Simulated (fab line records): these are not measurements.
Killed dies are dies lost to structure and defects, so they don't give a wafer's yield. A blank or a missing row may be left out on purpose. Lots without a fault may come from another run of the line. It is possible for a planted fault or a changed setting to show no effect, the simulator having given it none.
fab line records    flow nand-harc    part 1 of 2: steps 1 to 18 of 24
record lots=5  wafers=15  last-day=24
route steps=1159 shown A_CHANNEL_HOLE_D1@451
lots untouched by any fault: they come from a run of this same line in which no faults occurred
start-h: the number of hours between the record's first day and the start of the first shown wafer of the lot    wait-h: hours elapsed since this lot's preceding step    " the same as in the row above    L1.1+2: a single row standing in for several wafers    - no value present, or no start provided    * or withheld: withheld    < > ~ a bound
route shown NAME@n: names a module that has steps shown in the file, with the first one's number in the route    usual: average and standard deviation across the fault-free wafers    same: alike in all rows    chamber/n: place in a boat    sites: per-site readings    _std_site: the standard deviation of these    _edge_site: the outer-site mean with the inner-site mean subtracted    radius-mm: how far each site lies from the wafer's centre    mask NAME#n: copy n    behind: tool/chamber where the wafer was last shaped    hold: reason for holding the lot/hours on hold/outcome of the hold    device: whichever transistor did not switch (one of n, p or np)    end of line: the route-end tests of the same wafers    step lacking rows: just its recipe    killed: the dies lost at the first sort to structure and to defects; this is not the yield of the wafer    map: shows each die of a wafer: x if killed, . if not, _ if none is there
set.NAME: the setting as run; set.NAME@STEP: as run at that earlier step    model.NAME: the simulator's own value behind a step, which no gauge read
lots at selected steps of the route; one table per step, one row per wafer
services: the hour from which a tool's chamber was out of use, counted from the record's first day as start-h (under 0 if before that day), plus the number of hours and why
## steps
# step NHARC_A_CHANNEL_HOLE_D1_DEP_01
# recipe target-thk-a=1400  target-thk-nm=140  temp-c=400  pressure-torr=3.5  flow-sccm=200  rf-w=350  material=SiON
# usual heater-power-outer-w=445/50  heater-power-w=740/64  rf-fwd-power-W=348.0/1
lot.wafer  tool      chamber  start-h  wait-h  heater-power-outer-w  heater-power-w  rf-fwd-power-W
L080.3     pecvd-03  2        202.83   1.0     402                   703             347.9
L080.5     "         1        "        "       413                   634             349.4
L080.4     "         2        "        "       409                   686             346.8
L079.2     pecvd-02  1        202.90   1.3     410                   746             348.6
L079.3     "         0        "        "       444                   750             348.4
L079.5     "         2        "        "       412                   725             349.2
L083.2     pecvd-03  0        224.32   1.3     460                   767             346.5
L083.3     "         2        "        "       379                   651             347.9
L083.4     "         1        "        "       505                   779             349.3
L086.4     pecvd-03  1        256.59   0.7     483                   724             345.4
L086.6     "         2        "        "       377                   643             346.6
L086.5     "         0        "        "       427                   730             347.6
L097.3     pecvd-01  0        318.15   1.0     513                   828             347.9
L097.2     "         2        "        "       559                   843             346.6
L097.4     "         2        "        "       556                   872             348.5
# step NHARC_A_CHANNEL_HOLE_D1_DEHYDRATE_02
# recipe temp-c=150  time-s=120
# usual exhaust-pa=44.9/0.9
lot.wafer  tool            chamber  start-h  wait-h  exhaust-pa
L080.3     litho-track-01  0        203.07   0.2     46.7
L080.4     "               0        "        "       46.2
L080.5     "               0        "        "       45.5
L079.2     litho-track-04  0        203.17   0.2     44.5
L079.3     "               0        "        "       45.9
L079.5     "               0        "        "       45.4
L083.2     litho-track-04  0        224.60   0.2     43.5
L083.3     "               0        "        "       44.4
L083.4     "               0        "        "       43.9
L086.4     litho-track-04  0        256.77   0.2     44.0
L086.5     "               0        "        "       44.0
L086.6     "               0        "        "       45.2
L097.2     litho-track-06  0        318.42   0.2     46.1
L097.3     "               0        "        "       44.0
L097.4     "               0        "        "       43.8
# step NHARC_A_CHANNEL_HOLE_D1_HMDS_03
# recipe time-s=30
# usual exhaust-pa=45.0/0.96
lot.wafer  tool            chamber  start-h  wait-h  exhaust-pa
L080.3     litho-track-01  0        -        -       44.9
L080.4     "               0        "        "       44.3
L080.5     "               0        "        "       46.0
L079.2     litho-track-04  0        -        -       46.8
L079.3     "               0        "        "       44.8
L079.5     "               0        "        "       44.7
L083.2     litho-track-04  0        -        -       44.4
L083.3     "               0        "        "       45.0
L083.4     "               0        "        "       45.4
L086.4     litho-track-04  0        -        -       46.9
L086.5     "               0        "        "       46.5
L086.6     "               0        "        "       45.4
L097.2     litho-track-06  0        -        -       43.0
L097.3     "               0        "        "       43.5
L097.4     "               0        "        "       44.7
# step NHARC_A_CHANNEL_HOLE_D1_COAT_36
# recipe temp-c=260  time-s=75
# usual exhaust-pa=45.1/0.98
lot.wafer  tool            chamber  start-h  wait-h  exhaust-pa
L080.3     litho-track-01  0        -        -       44.6
L080.4     "               0        "        "       45.6
L080.5     "               0        "        "       45.1
L079.2     litho-track-04  0        -        -       45.7
L079.3     "               0        "        "       45.8
L079.5     "               0        "        "       45.2
L083.2     litho-track-04  0        -        -       44.3
L083.3     "               0        "        "       45.4
L083.4     "               0        "        "       44.9
L086.4     litho-track-04  0        -        -       45.9
L086.5     "               0        "        "       45.2
L086.6     "               0        "        "       44.4
L097.2     litho-track-06  0        -        -       44.4
L097.3     "               0        "        "       46.1
L097.4     "               0        "        "       44.8
# step NHARC_A_CHANNEL_HOLE_D1_COAT_37
# recipe temp-c=225  time-s=65
# usual exhaust-pa=44.7/0.94
lot.wafer  tool            chamber  start-h  wait-h  exhaust-pa
L080.3     litho-track-01  0        -        -       44.2
L080.4     "               0        "        "       42.8
L080.5     "               0        "        "       44.4
L079.2     litho-track-04  0        -        -       45.3
L079.3     "               0        "        "       45.4
L079.5     "               0        "        "       44.2
L083.2     litho-track-04  0        -        -       44.0
L083.3     "               0        "        "       44.2
L083.4     "               0        "        "       44.4
L086.4     litho-track-04  0        -        -       44.5
L086.5     "               0        "        "       43.9
L086.6     "               0        "        "       44.4
L097.2     litho-track-06  0        -        -       44.7
L097.3     "               0        "        "       45.7
L097.4     "               0        "        "       44.5
# step NHARC_A_CHANNEL_HOLE_D1_COAT_04
# recipe spin-rpm=1500  resist-thk-nm=90
# usual exhaust-pa=45.1/0.95
lot.wafer  tool            chamber  start-h  wait-h  exhaust-pa
L080.3     litho-track-01  0        -        -       45.2
L080.4     "               0        "        "       45.7
L080.5     "               0        "        "       46.2
L079.2     litho-track-04  0        -        -       45.1
L079.3     "               0        "        "       44.5
L079.5     "               0        "        "       43.7
L083.2     litho-track-04  0        -        -       43.8
L083.3     "               0        "        "       44.8
L083.4     "               0        "        "       43.4
L086.4     litho-track-04  0        -        -       44.5
L086.5     "               0        "        "       45.6
L086.6     "               0        "        "       44.3
L097.2     litho-track-06  0        -        -       45.9
L097.3     "               0        "        "       45.9
L097.4     "               0        "        "       45.6
# step NHARC_A_CHANNEL_HOLE_D1_SOFTBAKE_05
# recipe temp-c=105  time-s=55
# usual exhaust-pa=45.0/0.81
lot.wafer  tool            chamber  start-h  wait-h  exhaust-pa
L080.3     litho-track-01  0        -        -       45.4
L080.4     "               0        "        "       46.2
L080.5     "               0        "        "       46.0
L079.2     litho-track-04  0        -        -       43.9
L079.3     "               0        "        "       44.1
L079.5     "               0        "        "       45.3
L083.2     litho-track-04  0        -        -       45.5
L083.3     "               0        "        "       46.2
L083.4     "               0        "        "       46.0
L086.4     litho-track-04  0        -        -       44.6
L086.5     "               0        "        "       44.7
L086.6     "               0        "        "       46.1
L097.2     litho-track-06  0        -        -       44.8
L097.3     "               0        "        "       45.3
L097.4     "               0        "        "       44.2
# step NHARC_A_CHANNEL_HOLE_D1_EBR_06
# usual exhaust-pa=45.2/0.86
lot.wafer  tool            chamber  start-h  wait-h  exhaust-pa
L080.3     litho-track-01  0        -        -       44.8
L080.4     "               0        "        "       44.6
L080.5     "               0        "        "       44.8
L079.2     litho-track-04  0        -        -       45.3
L079.3     "               0        "        "       43.3
L079.5     "               0        "        "       44.4
L083.2     litho-track-04  0        -        -       45.0
L083.3     "               0        "        "       44.1
L083.4     "               0        "        "       45.2
L086.4     litho-track-04  0        -        -       45.2
L086.5     "               0        "        "       45.3
L086.6     "               0        "        "       45.6
L097.2     litho-track-06  0        -        -       44.4
L097.3     "               0        "        "       45.7
L097.4     "               0        "        "       45.6
# step NHARC_A_CHANNEL_HOLE_D1_EXPOSE_07
# recipe na=1.35  target-cd-nm=100  sigma-outer=0.3  dose-mj=59.65  mask-id=HOLE_D1
lot.wafer   tool             chamber  start-h  wait-h  mask
L080.3+4+5  arfi-scanner-02  0        203.27   -       HOLE_D1#0
L079.2+3+5  arfi-scanner-01  0        203.48   -       HOLE_D1#0
L083.2+3+4  arfi-scanner-03  0        224.91   -       HOLE_D1#0
L086.4+5+6  arfi-scanner-01  0        257.09   -       HOLE_D1#0
L097.2+3+4  arfi-scanner-02  0        318.73   -       HOLE_D1#0
# step NHARC_A_CHANNEL_HOLE_D1_PEB_08
# recipe peb-temp-c=100  peb-time-s=65
# usual exhaust-pa=45.0/0.88
lot.wafer  tool            chamber  start-h  wait-h  exhaust-pa
L080.3     litho-track-06  0        203.32   0.0     44.7
L080.4     "               0        "        "       46.5
L080.5     "               0        "        "       45.8
L079.2     litho-track-01  0        203.54   0.1     44.8
L079.3     "               0        "        "       45.6
L079.5     "               0        "        "       45.2
L083.2     litho-track-01  0        224.97   0.1     44.4
L083.3     "               0        "        "       44.4
L083.4     "               0        "        "       44.4
L086.4     litho-track-04  0        257.14   0.0     44.4
L086.5     "               0        "        "       45.2
L086.6     "               0        "        "       46.0
L097.2     litho-track-01  0        318.79   0.1     46.1
L097.3     "               0        "        "       44.6
L097.4     "               0        "        "       44.4
# step NHARC_A_CHANNEL_HOLE_D1_DEVELOP_09
# recipe develop-time-s=35  dev-temp-c=23
# usual developer-temp-C=22.98/0.1  exhaust-pa=45.1/0.74
lot.wafer  tool            chamber  start-h  wait-h  developer-temp-C  exhaust-pa
L080.3     litho-track-06  0        -        -       22.92             45.1
L080.4     "               0        "        "       23.00             44.9
L080.5     "               0        "        "       23.02             45.1
L079.2     litho-track-01  0        -        -       23.08             44.8
L079.3     "               0        "        "       23.00             45.2
L079.5     "               0        "        "       22.97             44.9
L083.2     litho-track-01  0        -        -       23.14             44.5
L083.3     "               0        "        "       22.93             45.2
L083.4     "               0        "        "       22.82             43.9
L086.4     litho-track-04  0        -        -       22.86             44.9
L086.5     "               0        "        "       22.90             44.7
L086.6     "               0        "        "       22.85             45.9
L097.2     litho-track-01  0        -        -       23.00             43.4
L097.3     "               0        "        "       23.06             45.2
L097.4     "               0        "        "       23.08             43.4
# step NHARC_A_CHANNEL_HOLE_D1_CD_MEAS_10
# recipe target-cd-nm=100  landing-energy-ev=500
# usual cd-nm=100.1/0.52
lot.wafer  tool       chamber  start-h  wait-h  cd-nm
L080.3     cd-sem-01  0        203.40   -       100.5
L080.4     "          0        "        "       100.6
L080.5     "          0        "        "       100.4
L079.2     cd-sem-01  0        203.62   -       100.5
L079.3     "          0        "        "       99.5
L079.5     "          0        "        "       99.8
L083.2     cd-sem-02  0        225.05   -       99.9
L083.3     "          0        "        "       100.6
L083.4     "          0        "        "       99.1
L086.4     cd-sem-02  0        257.23   -       99.8
L086.5     "          0        "        "       99.9
L086.6     "          0        "        "       100.0
L097.2     cd-sem-02  0        318.87   -       100.0
L097.3     "          0        "        "       99.7
L097.4     "          0        "        "       100.4
# step NHARC_A_CHANNEL_HOLE_D1_OVL_MEAS_11
# usual overlay-x-nm=0.1/1.1  overlay-y-nm=0.0/0.78
lot.wafer  tool        chamber  start-h  wait-h  overlay-x-nm  overlay-y-nm
L080.3     overlay-01  -        203.49   -       1.5           -0.3
L080.4     "           -        "        "       1.6           0.1
L080.5     "           -        "        "       1.0           0.0
L079.2     overlay-02  -        203.71   -       0.9           0.7
L079.3     "           -        "        "       1.9           0.4
L079.5     "           -        "        "       0.8           1.0
L083.2     overlay-02  -        225.13   -       1.5           -0.1
L083.3     "           -        "        "       1.4           0.0
L083.4     "           -        "        "       1.2           -0.4
L086.4     overlay-02  -        257.31   -       0.8           0.3
L086.5     "           -        "        "       1.1           0.4
L086.6     "           -        "        "       0.7           0.4
L097.2     overlay-01  -        318.96   -       -0.7          0.8
L097.3     "           -        "        "       -0.1          0.5
L097.4     "           -        "        "       -0.1          0.8
# step NHARC_A_CHANNEL_HOLE_D1_INSPECT_12
# usual raw-defect-count=5.5/2.8
lot.wafer  tool               chamber  start-h  wait-h  raw-defect-count
L080.3     defect-inspect-02  -        203.52   0.0     3
L080.4     "                  -        "        "       3
L080.5     "                  -        "        "       2
L079.2     defect-inspect-01  -        203.74   0.0     3
L079.3     "                  -        "        "       2
L079.5     "                  -        "        "       6
L083.2     defect-inspect-01  -        225.17   0.0     4
L083.3     "                  -        "        "       12
L083.4     "                  -        "        "       7
L086.4     defect-inspect-02  -        257.35   0.0     5
L086.5     "                  -        "        "       6
L086.6     "                  -        "        "       2
L097.2     defect-inspect-02  -        318.99   0.0     10
L097.3     "                  -        "        "       7
L097.4     "                  -        "        "       5
# step NHARC_A_CHANNEL_HOLE_D1_DESCUM_15
# recipe time-s=3  o2-flow-sccm=200  ar-flow-sccm=0  bias-power-w=0  chemistry=O2
# usual chamber-pressure-mTorr=60.00/0.051  drypump-motor-current-A=5.8/0.48  oes-product-au=0.998/0.0093  rf-vpp-V=58.0/0.94  showerhead-plenum-p-Torr=1.94/0.08  throttle-valve-pct=11.310/0.0086
# same bias-power-w=0
lot.wafer  tool         chamber  start-h  wait-h  chamber-pressure-mTorr  drypump-motor-current-A  oes-product-au  rf-hours-counter-h  rf-vpp-V  showerhead-plenum-p-Torr  throttle-valve-pct
L080.3     rie-diel-01  3        203.59   0.1     60.00                   5.9                      0.991           3                   58.5      1.78                      11.312
L080.4     "            1        "        "       60.01                   6.0                      0.987           3                   59.8      1.95                      11.309
L080.5     "            3        "        "       60.04                   5.9                      0.992           -                   57.4      1.78                      11.308
L079.3     rie-diel-13  0        203.87   0.1     60.07                   4.6                      0.995           9                   57.7      1.90                      11.304
L079.2     "            1        "        "       60.01                   5.9                      0.991           9                   59.2      1.91                      11.295
L079.5     "            3        "        "       59.98                   5.8                      0.995           -                   57.6      1.96                      11.307
L083.4     rie-diel-13  0        225.24   0.1     59.95                   4.6                      0.988           10                  57.7      1.90                      11.311
L083.3     "            1        "        "       59.97                   5.9                      0.984           11                  57.8      1.91                      11.290
L083.2     "            2        "        "       60.03                   6.3                      1.001           10                  59.2      2.06                      11.317
L086.4     rie-diel-01  2        257.42   0.1     59.97                   6.0                      1.016           7                   55.9      2.03                      11.321
L086.5     "            0        "        "       59.93                   6.1                      1.007           -                   57.5      2.05                      11.315
L086.6     "            1        "        "       60.02                   6.0                      0.996           -                   58.3      1.95                      11.309
L097.4     rie-diel-12  3        319.05   0.1     59.96                   5.5                      1.003           6                   59.3      1.92                      11.322
L097.2     "            0        "        "       60.04                   4.9                      1.005           6                   59.0      2.00                      11.309
L097.3     "            2        "        "       60.04                   6.2                      1.009           5                   57.4      1.88                      11.304
# step NHARC_A_CHANNEL_HOLE_D1_ETCH_38
# recipe target-depth-a=390  over-etch-frac=0.3  time-s=65  ion-energy-ev=80  cf4-flow-sccm=150  ar-flow-sccm=0  rf-w=300  bias-w=100  chemistry=CF4
# usual chamber-pressure-mTorr=50.00/0.063  drypump-motor-current-A=5.8/0.45  oes-product-au=0.999/0.0084  rf-fwd-power-W=297.0/1.1  rf-vpp-V=151.7/1.2  showerhead-plenum-p-Torr=1.79/0.07  throttle-valve-pct=13.283/0.0098
# same over-etch-frac=0.3
lot.wafer  tool         chamber  start-h  wait-h  chamber-pressure-mTorr  drypump-motor-current-A  oes-product-au  rf-fwd-power-W  rf-hours-counter-h  rf-vpp-V  showerhead-plenum-p-Torr  throttle-valve-pct
L080.4     rie-diel-01  0        203.68   0.1     49.99                   6.1                      1.016           299.2           3                   153.4     1.89                      13.277
L080.3     "            1        "        "       50.03                   6.0                      0.995           295.7           3                   152.3     1.80                      13.304
L080.5     "            3        "        "       50.11                   5.8                      0.991           297.7           -                   148.5     1.65                      13.263
L079.2     rie-diel-13  1        203.95   0.1     49.96                   5.9                      0.999           295.5           9                   150.0     1.77                      13.275
L079.3     "            3        "        "       50.05                   5.8                      0.989           297.5           9                   151.4     1.80                      13.304
L079.5     "            2        "        "       50.06                   6.3                      0.988           299.0           -                   153.2     1.89                      13.282
L083.4     rie-diel-13  2        225.32   0.1     49.94                   6.3                      0.995           297.9           10                  150.9     1.89                      13.280
L083.2     "            3        "        "       50.08                   5.8                      1.007           297.1           10                  152.0     1.80                      13.285
L083.3     "            1        "        "       49.93                   5.9                      0.986           297.2           11                  152.7     1.76                      13.281
L086.4     rie-diel-01  0        257.49   0.1     50.02                   6.1                      1.005           297.3           9                   152.4     1.89                      13.285
L086.6     "            0        "        "       49.49                   6.1                      0.999           295.7           -                   152.9     1.89                      13.288
L086.5     "            1        "        "       49.97                   6.0                      1.001           296.1           -                   152.4     1.80                      13.299
L097.2     rie-diel-12  2        319.15   0.1     50.11                   6.2                      1.002           295.9           5                   150.9     1.74                      13.291
L097.3     "            3        "        "       50.05                   5.5                      1.000           296.5           6                   151.4     1.77                      13.298
L097.4     "            0        "        "       49.99                   4.9                      1.009           297.6           6                   153.4     1.84                      13.277
# step NHARC_A_CHANNEL_HOLE_D1_ETCH_39
# recipe target-depth-a=2600  over-etch-frac=0.3  time-s=325  ion-energy-ev=200  n2-flow-sccm=150  h2-flow-sccm=150  ar-flow-sccm=0  rf-w=400  bias-w=150  chemistry=N2/H2
# usual chamber-pressure-mTorr=29.998/0.03  drypump-motor-current-A=5.8/0.45  n2-flow-sccm=150.0/0.48  oes-product-au=1.000/0.009  rf-fwd-power-W=399.1/1.3  rf-vpp-V=431.4/2.6  showerhead-plenum-p-Torr=2.07/0.09  throttle-valve-pct=14.171/0.0092
# same over-etch-frac=0.3
lot.wafer  tool         chamber  start-h  wait-h  chamber-pressure-mTorr  drypump-motor-current-A  n2-flow-sccm  oes-product-au  rf-fwd-power-W  rf-hours-counter-h  rf-vpp-V  showerhead-plenum-p-Torr  throttle-valve-pct
L080.3     rie-diel-01  2        -        -       29.983                  6.0                      149.6         0.997           398.8           3                   434.5     2.16                      14.173
L080.4     "            1        "        "       29.971                  6.0                      150.2         0.997           399.5           3                   431.9     2.08                      14.178
L080.5     "            3        "        "       30.032                  5.9                      150.4         0.993           400.3           -                   426.0     1.89                      14.187
L079.3     rie-diel-13  3        -        -       29.993                  5.8                      151.1         1.000           398.1           9                   432.1     2.09                      14.158
L079.2     "            0        "        "       29.974                  4.7                      149.8         0.989           399.2           9                   431.4     2.02                      14.180
L079.5     "            2        "        "       29.958                  6.3                      149.7         1.004           399.5           -                   434.0     2.20                      14.165
L083.2     rie-diel-13  2        -        -       29.992                  6.3                      151.0         1.002           400.0           10                  433.0     2.20                      14.170
L083.3     "            3        "        "       29.987                  5.8                      150.6         1.013           399.0           11                  432.1     2.09                      14.177
L083.4     "            0        "        "       29.957                  4.7                      149.5         1.002           398.5           10                  429.6     2.02                      14.164
L086.4     rie-diel-01  1        -        -       30.013                  6.0                      149.3         0.998           399.9           9                   430.8     2.08                      14.172
L086.5     "            2        "        "       29.942                  6.0                      150.9         1.010           401.3           -                   433.7     2.16                      14.177
L086.6     "            3        "        "       29.978                  5.8                      150.6         0.995           398.2           -                   427.2     1.89                      14.163
L097.4     rie-diel-12  1        -        -       29.958                  6.0                      149.8         1.000           399.8           6                   429.0     2.00                      14.176
L097.2     "            2        "        "       29.995                  6.2                      150.0         1.007           396.6           5                   430.0     2.01                      14.178
L097.3     "            3        "        "       29.977                  5.5                      150.7         1.007           397.1           6                   430.4     2.05                      14.178
# step NHARC_A_CHANNEL_HOLE_D1_ETCH_34
# recipe target-depth-a=1540  time-s=77  cf4-flow-sccm=100  chf3-flow-sccm=30  ar-flow-sccm=0  rf-w=500  bias-w=200  chemistry=CF4/CHF3
# usual chamber-pressure-mTorr=24.999/0.022  drypump-motor-current-A=5.8/0.45  oes-product-au=0.939/0.022  rf-fwd-power-W=495.7/2.1  rf-vpp-V=371.3/2.2  showerhead-plenum-p-Torr=1.59/0.063  throttle-valve-pct=16.802/0.0089
lot.wafer  tool         chamber  start-h  wait-h  chamber-pressure-mTorr  drypump-motor-current-A  oes-product-au  rf-fwd-power-W  rf-hours-counter-h  rf-vpp-V  showerhead-plenum-p-Torr  throttle-valve-pct
L080.4     rie-diel-01  3        -        -       24.966                  5.8                      0.943           496.8           3                   367.4     1.47                      16.830
L080.3     "            0        "        "       24.969                  6.1                      0.930           500.2           3                   373.8     1.68                      16.799
L080.5     "            1        "        "       24.966                  6.0                      0.919           492.6           -                   371.4     1.60                      16.794
L079.2     rie-diel-13  3        -        -       25.032                  5.8                      0.921           492.2           9                   371.7     1.61                      16.791
L079.3     "            1        "        "       25.015                  5.9                      0.909           493.5           10                  369.0     1.57                      16.808
L079.5     "            2        "        "       25.007                  6.3                      0.924           496.9           -                   376.9     1.68                      16.796
L083.3     rie-diel-13  0        -        -       24.981                  4.7                      0.917           500.3           10                  369.0     1.56                      16.817
L083.4     "            1        "        "       24.992                  5.9                      0.919           495.1           11                  371.1     1.57                      16.787
L083.2     "            3        "        "       24.981                  5.8                      0.917           493.4           11                  372.7     1.61                      16.796
L086.4     rie-diel-01  3        -        -       24.991                  5.8                      0.967           499.4           9                   366.2     1.47                      16.792
L086.5     "            1        "        "       24.993                  6.0                      0.963           493.6           -                   371.7     1.60                      16.783
L086.6     "            2        "        "       25.022                  6.0                      0.991           495.1           -                   374.0     1.66                      16.803
L097.4     rie-diel-12  1        -        -       25.001                  6.0                      0.910           497.7           6                   369.9     1.55                      16.801
L097.2     "            2        "        "       24.950                  6.2                      0.927           497.1           5                   370.4     1.55                      16.801
L097.3     "            0        "        "       24.997                  4.9                      0.926           497.2           6                   373.5     1.64                      16.802
